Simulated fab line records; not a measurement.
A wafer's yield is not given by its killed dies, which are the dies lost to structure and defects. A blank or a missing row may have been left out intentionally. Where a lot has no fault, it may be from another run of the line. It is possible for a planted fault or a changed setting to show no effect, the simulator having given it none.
Chamber matching | flow n5-finfet | N5_BEOL_M1_STRIP_36 on rie-diel-06: 4 sister chambers
The step strips in N2/H2. 8 wafers are shown with their chamber, then 10 later ones without.

## WAFERS PAIRED WITH THEIR CHAMBERS
wafer  | chamber | throttle-valve-pct (%) | showerhead-plenum-p-Torr (Torr)
L084.1 | 0       | 24.17                  | 2.54
L084.5 | 3       | 23.76                  | 2.40
L084.6 | 0       | 24.20                  | 2.54
L086.1 | 1       | 23.54                  | 2.44
L086.5 | 2       | 23.55                  | 2.43
L086.6 | 3       | 23.75                  | 2.40
L089.1 | 1       | 23.54                  | 2.43
L089.2 | 2       | 23.54                  | 2.43

## WAFERS WHOSE CHAMBER IS MISSING
wafer  | throttle-valve-pct (%) | showerhead-plenum-p-Torr (Torr)
L089.3 | 23.78                  | 2.40
L090.2 | 24.17                  | 2.53
L090.3 | 23.58                  | 2.43
L090.4 | 23.78                  | 2.40
L091.2 | 24.19                  | 2.53
L091.3 | 23.80                  | 2.40
L091.5 | 23.57                  | 2.43
L092.2 | 23.56                  | 2.43
L092.4 | 23.76                  | 2.40
L092.6 | 23.57                  | 2.43

## THE CHAMBER EACH PASSED THROUGH
wafer  | from the rows above     | in truth
L089.3 | 3                       | 3
L090.2 | 0                       | 0
L090.3 | can't be placed: 2 or 1 | 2
L090.4 | 3                       | 3
L091.2 | 0                       | 0
L091.3 | 3                       | 3
L091.5 | can't be placed: 2 or 1 | 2
L092.2 | can't be placed: 2 or 1 | 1
L092.4 | 3                       | 3
L092.6 | can't be placed: 2 or 1 | 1
Correctly placed: 6 of 10. Not placeable from these rows: 4 (in 4, the candidates include the true chamber). Wrongly placed: 0.
How it was worked out, from the rows above alone: a wafer's distance from a chamber is the root of the sum, over the readings, of the square of ((its reading less the chamber's mean) divided by the reading's scatter). If the next closest chamber is less than 2 further off than the closest, the wafer can't be placed; otherwise it belongs to the closest. A chamber's mean is the mean of its shown wafers. The scatter: the root of (the sum of the squares of (reading less its chamber's mean) over the shown wafers, divided by (wafers less chambers)).
